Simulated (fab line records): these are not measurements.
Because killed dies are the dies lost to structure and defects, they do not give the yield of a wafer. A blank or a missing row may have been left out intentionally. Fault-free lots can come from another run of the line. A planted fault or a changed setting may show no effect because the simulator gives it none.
8D (eight disciplines) problem report, filled in by code ; flow nand harc ; the parts of the form that need people (team, actions taken, sign-off) are left out

== 1. THE ISSUE ==
killed at periphery at NHARC_END_SORT_01 reads a mean of 76.2 on 9 wafers of 3 lots; wafers without a fault read 3.1 with a standard deviation of 2.1. That puts it +35 standard deviations away from the usual mean.
First seen on wafer L948.3, day 22 13:10, on prober-02. The record holds 21 wafers of 7 lots with a number at this step. By rule, "out" or "out of limits" means more than 4 standard deviations away from the usual mean. The other wafers with a number count as sound.

== 2. WHAT IT IS, AND WHAT IT ISN'T ==
question;is;is not
which readings at this step;killed at periphery, defect limited yield, killed dies, sort_bin_3_pct, sort n pass, sort yield pct;killed at array, killed at other, killed open
which lots;L948, L949, L950;L937, L952, L956, L959
which wafers of those lots;all that have a number;-
read on which gauges;prober-01, prober-02;-
when;from day 22 13:10;"up to then (3 sound wafers); but 9 sound wafers of L952, L956, L959 came after"

== 3. THE SUSPECTS, EACH WITH WHAT RULES IT OUT ==
Counting: a tool at any process step up to the reading remains a suspect when it ran all the lots that are out and ran no sound lot after the first of those.
- the gauge at NHARC_END_SORT_01 has been ruled out. 2 gauges (prober-01, prober-02) read the wafers that are out.
- rie diel-04 at NHARC_P_BONDPAD_ETCH_12 (etches the open film in CHF3/O2, target depth 200 nm, time 100 s): kept. It ran every lot that is out, first L949 (day 9 13:44), and no sound lot after that; its last sound lot up to then is L937 (day 6 20:44).
After counting, what remains is rie diel-04 at NHARC_P_BONDPAD_ETCH_12.

== 4. THE CAUSE (what the simulator had put in) ==
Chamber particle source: rie diel-04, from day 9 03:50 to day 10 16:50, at NHARC_P_BONDPAD_ETCH_12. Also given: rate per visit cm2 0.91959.
Counting left only this tool.

== 5. THE EFFECT CHAIN, in route order ==
Each row: a reading where the mean over the struck wafers with a number is more than 3 standard deviations away from the usual. Only readings whose record carries a usual standard deviation are examined. hours: median over the lots of the time between each lot's start at the first step of this table that gives one and its start at this step. sigmas: the change, counted in usual standard deviations.
hours;step;reading;usual;on struck wafers;change;sigmas
0;NHARC_END_SORT_01;defect limited yield;95.1 %;84.6;-10.5;-6.5
0;NHARC_END_SORT_01;killed at periphery;3.1;76.2;+73.1;+35
0;NHARC_END_SORT_01;killed dies;33;104;+71;+6.4
0;NHARC_END_SORT_01;sort_bin_2_pct;1.5 %;6.0;+4.5;+6.9
0;NHARC_END_SORT_01;sort_bin_3_pct;0.29 %;3.66;+3.37;+15
0;NHARC_END_SORT_01;sort n pass;644;573;-71;-6.4
0;NHARC_END_SORT_01;sort yield pct;95.1 %;84.6;-10.5;-6.5

== 6. HOW IT WOULD HAVE BEEN CAUGHT EARLIER ==
In this record the first reading out of limits at a measuring or inspecting step was taken at day 22 13:10, 321 hours after the fault began at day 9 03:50.
Tool readings at NHARC_P_BONDPAD_ETCH_12 with a usual standard deviation given in the record: none out on any struck wafer, hence no alarm at a limit of 4 standard deviations on them.
The start of NHARC_P_BONDPAD_ETCH_12 on rie diel-04 came by day 22 13:10 for every one of the lots that are out (3). Had the tool been put on hold then, not one of them would have been saved.
